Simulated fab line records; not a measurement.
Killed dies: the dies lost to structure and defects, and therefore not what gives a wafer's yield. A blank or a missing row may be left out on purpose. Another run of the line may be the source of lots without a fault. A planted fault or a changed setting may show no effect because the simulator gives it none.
Chamber matching :: flow n5Finfet :: 4 sister chambers for N5_BEOL_M12_ETCH_67 on rieDiel-04
The step etches SiARC in CF4, target depth 143 nm, time 238.3 s. 4 wafers are shown with their chamber, then 11 later ones without.

WAFERS PAIRED WITH THEIR CHAMBERS
wafer: L085.3
chamber: 2
drypumpMotorCurrentA (A): 4.9

wafer: L089.2
chamber: 3
drypumpMotorCurrentA (A): 6.5

wafer: L089.4
chamber: 0
drypumpMotorCurrentA (A): 5.8

wafer: L090.2
chamber: 1
drypumpMotorCurrentA (A): 6.4

WAFERS WITH NO CHAMBER GIVEN
wafer: L090.4
drypumpMotorCurrentA (A): 4.9

wafer: L090.5
drypumpMotorCurrentA (A): 5.7

wafer: L093.1
drypumpMotorCurrentA (A): 4.9

wafer: L093.5
drypumpMotorCurrentA (A): 6.4

wafer: L093.6
drypumpMotorCurrentA (A): 4.9

wafer: L094.2
drypumpMotorCurrentA (A): 4.9

wafer: L094.3
drypumpMotorCurrentA (A): 6.4

wafer: L094.4
drypumpMotorCurrentA (A): 6.6

wafer: L092.1
drypumpMotorCurrentA (A): 6.5

wafer: L092.4
drypumpMotorCurrentA (A): 6.3

wafer: L092.6
drypumpMotorCurrentA (A): 6.5

EACH ONE'S CHAMBER
wafer: L090.4
from the rows above: 2
in truth: 2

wafer: L090.5
from the rows above: 0
in truth: 0

wafer: L093.1
from the rows above: 2
in truth: 2

wafer: L093.5
from the rows above: can't be placed: 1 or 3
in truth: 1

wafer: L093.6
from the rows above: 2
in truth: 2

wafer: L094.2
from the rows above: 2
in truth: 2

wafer: L094.3
from the rows above: can't be placed: 1 or 3
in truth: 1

wafer: L094.4
from the rows above: can't be placed: 3 or 1
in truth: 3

wafer: L092.1
from the rows above: can't be placed: 3 or 1
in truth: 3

wafer: L092.4
from the rows above: can't be placed: 1 or 3
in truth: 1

wafer: L092.6
from the rows above: can't be placed: 3 or 1
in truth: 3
5 of 11 placed correctly. Unplaceable from these rows: 6, with the true chamber sitting among the candidates in 6. Placed wrongly: 0.
How it was worked out, from the rows above alone: a wafer's distance from a chamber is the root of the sum, over the readings, of the square of ((its reading less the chamber's mean) divided by the reading's scatter). If the next closest chamber is less than 2 further off than the closest, the wafer can't be placed; otherwise it belongs to the closest. The mean given for a chamber averages the wafers shown for that chamber. The scatter: with one shown wafer a chamber, the root of the mean of the squares of how far each hidden wafer lies from its nearest shown one.
